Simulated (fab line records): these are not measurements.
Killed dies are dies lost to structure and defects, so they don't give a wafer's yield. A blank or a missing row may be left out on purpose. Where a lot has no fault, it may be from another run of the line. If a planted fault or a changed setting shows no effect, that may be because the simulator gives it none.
Matching of chambers | flow n5Finfet | N5_BEOL_M8_ETCH_65 on rieDiel-06 has 4 sister chambers
The step etches SiARC in CF4, target depth 15.6 nm, time 26 s. 4 wafers are shown with their chamber, then 11 later ones without.

== WAFERS WITH THEIR CHAMBER ==
wafer  | chamber | showerheadPlenumPTorr (Torr)
L090.3 | 1       | 2.26
L090.6 | 2       | 2.18
L088.5 | 3       | 2.26
L092.2 | 0       | 2.16

== WAFERS MISSING THEIR CHAMBER ==
wafer  | showerheadPlenumPTorr (Torr)
L092.3 | 2.18
L092.6 | 2.16
L094.3 | 2.16
L094.5 | 2.17
L094.6 | 2.26
L093.1 | 2.26
L093.3 | 2.26
L093.5 | 2.26
L097.1 | 2.26
L097.3 | 2.26
L097.4 | 2.17

== WHICH CHAMBER EACH ONE RAN IN ==
wafer  | from the rows above     | in truth
L092.3 | 2                       | 2
L092.6 | 0                       | 0
L094.3 | 0                       | 0
L094.5 | can't be placed: 0 or 2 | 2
L094.6 | can't be placed: 1 or 3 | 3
L093.1 | can't be placed: 1 or 3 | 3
L093.3 | can't be placed: 1 or 3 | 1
L093.5 | can't be placed: 1 or 3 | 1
L097.1 | can't be placed: 1 or 3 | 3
L097.3 | can't be placed: 1 or 3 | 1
L097.4 | can't be placed: 0 or 2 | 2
Placed correctly: 3 of 11. Unplaceable from these rows: 8, with the true chamber sitting among the candidates in 8. Placed wrongly: 0.
How it was worked out, from the rows above alone: a wafer's distance from a chamber is the root of the sum, over the readings, of the square of ((its reading less the chamber's mean) divided by the reading's scatter). The wafer belongs to the nearest chamber; if the next one is less than 2 further off, it can't be placed. The mean given for a chamber averages the wafers shown for that chamber. The scatter: root of mean squared gap, hidden wafer to nearest shown wafer, with one shown wafer a chamber.
